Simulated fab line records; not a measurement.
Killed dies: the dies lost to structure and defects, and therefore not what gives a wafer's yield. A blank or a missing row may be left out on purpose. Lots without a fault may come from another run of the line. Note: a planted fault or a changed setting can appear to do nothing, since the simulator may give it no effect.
Which tool did it? | flow nand_harc | Sampling: 6 lots, 18 wafers, 5 of 1302 route steps

== WHAT EACH GAUGE READ, for each wafer ==
NHARC_END_SORT_01.
lot  | measured     | on        | killed_at_array
L285 | day 24 23:05 | prober-02 | 30 32 37
L295 | day 29 05:26 | prober-01 | 57 62 57
L300 | day 30 20:04 | prober-02 | 62 69 61
L305 | day 33 13:57 | prober-02 | 36 32 35

== EACH LOT AND THE TOOL THAT RAN IT (in order: tool; ch and the chambers of the sampled wafers; start) ==
lot  | NHARC_A_STAIRCASE_DESCUM_252       | NHARC_A_STAIRCASE_DEP_259       | NHARC_A_STAIRCASE_STRIP_295        | NHARC_A_STAIRCASE_HM_DEP_462
L285 | rie_diel-12 ch 0,2,3, day 16 19:38 | pecvd-03 ch 0,1,2, day 17 03:35 | rie_diel-03 ch 0,1,3, day 17 12:04 | acl_dep-03 ch 0, day 17 14:52
L295 | rie_diel-03 ch 1,2, day 20 17:23   | pecvd-04 ch 1,2, day 20 22:11   | rie_diel-12 ch 0,1,3, day 21 08:40 | acl_dep-02 ch 0, day 21 15:23
L300 | rie_diel-03 ch 0,2, day 22 20:50   | pecvd-04 ch 0,1,2, day 22 23:58 | rie_diel-13 ch 0,2, day 23 09:07   | acl_dep-01 ch 0, day 23 10:14
L302 | rie_diel-03 ch 2,3, day 23 11:04   | pecvd-04 ch 0,1, day 23 13:59   | rie_diel-03 ch 0,1,3, day 23 22:45 | acl_dep-02 ch 0, day 24 03:17
L305 | rie_diel-03 ch 0,1,3, day 25 06:13 | pecvd-03 ch 0,2, day 25 09:03   | rie_diel-12 ch 0,1,3, day 25 18:28 | acl_dep-01 ch 0, day 25 23:11
L307 | rie_diel-03 ch 0,2,3, day 25 10:51 | pecvd-03 ch 0,1, day 25 14:59   | rie_diel-13 ch 2,3, day 26 01:43   | acl_dep-02 ch 0, day 26 04:43
- NHARC_A_STAIRCASE_DESCUM_252: chemistry O2, time 3 s.
- NHARC_A_STAIRCASE_DEP_259: deposits SiON, target thk 30 nm.
- NHARC_A_STAIRCASE_STRIP_295: strips in O2.
- NHARC_A_STAIRCASE_HM_DEP_462: deposits aC, target thk 800 nm.

== THE ANSWER, worked out from the rows above alone ==
Rule: what is usual is taken from the lots themselves. Put in order of their means at a reading, lots are off if they are a third of the lots or fewer, leave a main group of 4 or more, and stand apart from it by a gap of 3 or more times the standard deviation of the main group's means; of several such gaps the widest counts. Not used: any main group whose means are identical at the precision the tables above print for the reading. Also off: a lot with no number at a reading for which 4 or more lots have one. The other lots that the step has rows for count as sound.
Across all readings shown, no lot is off: no conclusion can be drawn from this.

== WHAT THE SIMULATOR HAD INSERTED ==
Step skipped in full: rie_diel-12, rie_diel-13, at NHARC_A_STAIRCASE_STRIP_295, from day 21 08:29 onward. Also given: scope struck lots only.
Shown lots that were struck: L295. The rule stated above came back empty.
